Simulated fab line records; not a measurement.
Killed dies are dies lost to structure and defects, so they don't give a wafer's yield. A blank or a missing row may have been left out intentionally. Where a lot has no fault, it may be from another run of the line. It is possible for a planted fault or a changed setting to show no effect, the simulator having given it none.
Chamber matching :: flow nand_harc :: rie_diel-08 running NHARC_A_STAIRCASE_ETCH_253: 4 sister chambers
The step etches the open film in C4F8/O2, target depth 50 nm, time 20.2 s. 4 wafers are shown with their chamber, then 8 later ones without.

WAFERS PAIRED WITH THEIR CHAMBERS
wafer: L080.2
chamber: 0
rf_vpp_V (V): 903

wafer: L084.1
chamber: 1
rf_vpp_V (V): 906

wafer: L083.6
chamber: 2
rf_vpp_V (V): 890

wafer: L087.2
chamber: 3
rf_vpp_V (V): 893

WAFERS WITHOUT THEIR CHAMBER
wafer: L087.4
rf_vpp_V (V): 891

wafer: L087.6
rf_vpp_V (V): 895

wafer: L091.2
rf_vpp_V (V): 889

wafer: L091.3
rf_vpp_V (V): 903

wafer: L091.5
rf_vpp_V (V): 891

wafer: L096.2
rf_vpp_V (V): 892

wafer: L096.5
rf_vpp_V (V): 901

wafer: L096.6
rf_vpp_V (V): 904

WHICH CHAMBER EACH ONE RAN IN
wafer: L087.4
from the rows above: can't be placed: 2 or 3
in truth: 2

wafer: L087.6
from the rows above: 3
in truth: 3

wafer: L091.2
from the rows above: 2
in truth: 2

wafer: L091.3
from the rows above: 0
in truth: 0

wafer: L091.5
from the rows above: can't be placed: 2 or 3
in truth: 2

wafer: L096.2
from the rows above: can't be placed: 3 or 2
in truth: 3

wafer: L096.5
from the rows above: 0
in truth: 0

wafer: L096.6
from the rows above: can't be placed: 0 or 1
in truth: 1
Correct placement for 4 of the 8. Unplaceable from these rows: 4, with the true chamber sitting among the candidates in 4. Number placed wrongly: 0.
How it was worked out, from the rows above alone: a wafer's distance from a chamber is the root of the sum, over the readings, of the square of ((its reading less the chamber's mean) divided by the reading's scatter). If the next closest chamber is less than 2 further off than the closest, the wafer can't be placed; otherwise it belongs to the closest. The mean given for a chamber averages the wafers shown for that chamber. The scatter: root of mean squared gap, hidden wafer to nearest shown wafer, with one shown wafer a chamber.
